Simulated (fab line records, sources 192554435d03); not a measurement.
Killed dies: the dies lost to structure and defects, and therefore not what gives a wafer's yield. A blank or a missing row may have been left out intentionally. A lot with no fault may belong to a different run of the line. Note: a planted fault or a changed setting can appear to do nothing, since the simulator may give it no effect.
The same fault as seen by 2 desks + flow n5-finfet + numbers are kept per desk, each desk with only its own; the story behind them comes last

## AT THE TOOL OWNER'S DESK: ald-metal-03
The tool's own readings at N5_HKMG_FIN_ALD_91 (deposits TiN, target thk 1 nm, pulse time 1 s, purge time 3 s): means of the sampled wafers that have a number, for each lot that ran on this tool. A lot is out of limits, marked OUT, if its mean lies more than 4 standard deviations from the usual mean; the brackets give that distance.
Columns: A = heater-power-w at N5_HKMG_FIN_ALD_91, usual 871 W; B = precursor-pulse-height-rel at N5_HKMG_FIN_ALD_91, usual 0.998; C = susceptor-temp-C at N5_HKMG_FIN_ALD_91, usual 399.97 C
| lot  | first seen here | A   | B     | C                        |
|------|-----------------|-----|-------|--------------------------|
| L441 | day 4 15:29     | 866 | 0.996 | 399.89                   |
| L457 | day 8 17:20     | 644 | 1.002 | 369.65 (-99 or more) OUT |
| L458 | day 9 00:35     | 678 | 0.999 | 369.79 (-99 or more) OUT |
This desk's finding: out of limits on L457, L458; first on L457, day 8 17:20 (susceptor-temp-C at N5_HKMG_FIN_ALD_91). L441 stayed within limits.

## METROLOGY DESK
Means of the sampled wafers that have a number, per lot and without regard to the tool the lot ran on: this is what the gauges read. A lot is out of limits, marked OUT, if its mean lies more than 4 standard deviations from the usual mean; the brackets give that distance. Shown are 7 of the 15 readings it has, namely the first that went out of limits plus those furthest out on some lot.
Columns: A = IOFF_N at N5_BEOL_M4_RC_MEAS_101, usual 0.160 nA/um; B = IOFF_N_85C at N5_BEOL_M4_RC_MEAS_101, usual 3.1 nA/um; C = IOFF_N_LIN at N5_BEOL_M4_RC_MEAS_101, usual 0.074 nA/um; D = IOFF_N_LONG at N5_BEOL_M4_RC_MEAS_101, usual 5.59e-05 nA/um; E = VT_N at N5_BEOL_M4_RC_MEAS_101, usual 250 mV; F = VT_N_LONG at N5_BEOL_M4_RC_MEAS_101, usual 274.6 mV; G = VT_N_LVT at N5_BEOL_M4_RC_MEAS_101, usual 98 mV
| lot  | first seen here | A     | B   | C                | D                  | E              | F                | G             |
|------|-----------------|-------|-----|------------------|--------------------|----------------|------------------|---------------|
| L441 | day 8 07:28     | 0.145 | 2.8 | 0.066            | 5.57e-05           | 251            | 274.7            | 98            |
| L448 | day 10 04:01    | 0.201 | 3.8 | 0.088            | 5.66e-05           | 246            | 273.7            | 94            |
| L457 | day 12 22:29    | 0.276 | 5.0 | 0.127 (+4.8) OUT | 8.02e-05 (+13) OUT | 233 (-5.1) OUT | 261.4 (-7.3) OUT | 82 (-5.2) OUT |
| L458 | day 13 10:06    | 0.219 | 4.0 | 0.105            | 8.50e-05 (+15) OUT | 236 (-4.1) OUT | 258.4 (-9.0) OUT | 83 (-4.7) OUT |
This desk reports L457, L458 out of limits; the earliest was L457 at day 12 22:29 (IOFF_N_LIN at N5_BEOL_M4_RC_MEAS_101). L441, L448 stayed within limits.

## ALL TOGETHER
On L457, L458, at day 8 17:20, an alarm was possible from the tool owner's desk.
At day 12 22:29 the metrology desk could have sounded an alarm, on L457, L458.
The lots listed all ran N5_HKMG_FIN_ALD_91 on ald-metal-03.

## WHAT WAS PUT IN BY THE SIMULATOR
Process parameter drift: ald-metal-03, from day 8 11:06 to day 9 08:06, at N5_HKMG_FIN_ALD_91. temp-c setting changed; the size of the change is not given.
Shown lots that were struck: L457, L458.
Time in hours from fault onset to the first out-of-limits reading at each desk: tool owner's desk 6, metrology desk 107.
